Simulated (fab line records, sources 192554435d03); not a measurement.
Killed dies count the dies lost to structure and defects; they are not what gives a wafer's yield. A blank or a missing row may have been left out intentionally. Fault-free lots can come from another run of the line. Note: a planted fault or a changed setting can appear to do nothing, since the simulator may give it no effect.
Chamber matching | flow n5Finfet | 4 sister chambers for N5_BEOL_M11_ETCH_62 on rieDiel-06
The step etches SOC in N2/H2, target depth 110 nm, overetch 22 nm, time 165 s. 4 wafers are shown with their chamber, then 10 later ones without.

== EACH WAFER AND ITS CHAMBER ==
wafer  | chamber | throttleValvePct (%)
L086.1 | 1       | 17.50
L086.5 | 0       | 17.70
L089.3 | 3       | 17.56
L089.4 | 2       | 18.20

== WAFERS MISSING THEIR CHAMBER ==
wafer  | throttleValvePct (%)
L089.6 | 18.20
L093.1 | 18.22
L093.2 | 17.71
L093.5 | 17.53
L091.1 | 17.71
L091.3 | 18.21
L091.6 | 17.52
L092.2 | 17.56
L092.4 | 18.21
L092.6 | 17.59

== WHICH CHAMBER EACH ONE RAN IN ==
wafer  | from the rows above     | in truth
L089.6 | 2                       | 2
L093.1 | 2                       | 2
L093.2 | 0                       | 0
L093.5 | can't be placed: 3 or 1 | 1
L091.1 | 0                       | 0
L091.3 | 2                       | 2
L091.6 | can't be placed: 1 or 3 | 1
L092.2 | 3                       | 3
L092.4 | 2                       | 2
L092.6 | 3                       | 3
Correctly placed: 8 of 10. Cannot be placed on the basis of these rows: 2; the candidates contain the true chamber in 2. Number placed wrongly: 0.
How it was worked out, from the rows above alone: a wafer's distance from a chamber is the root of the sum, over the readings, of the square of ((its reading less the chamber's mean) divided by the reading's scatter). If the next closest chamber is less than 2 further off than the closest, the wafer can't be placed; otherwise it belongs to the closest. A chamber's mean is the mean of its shown wafers. The scatter: root of mean squared gap, hidden wafer to nearest shown wafer, with one shown wafer a chamber.
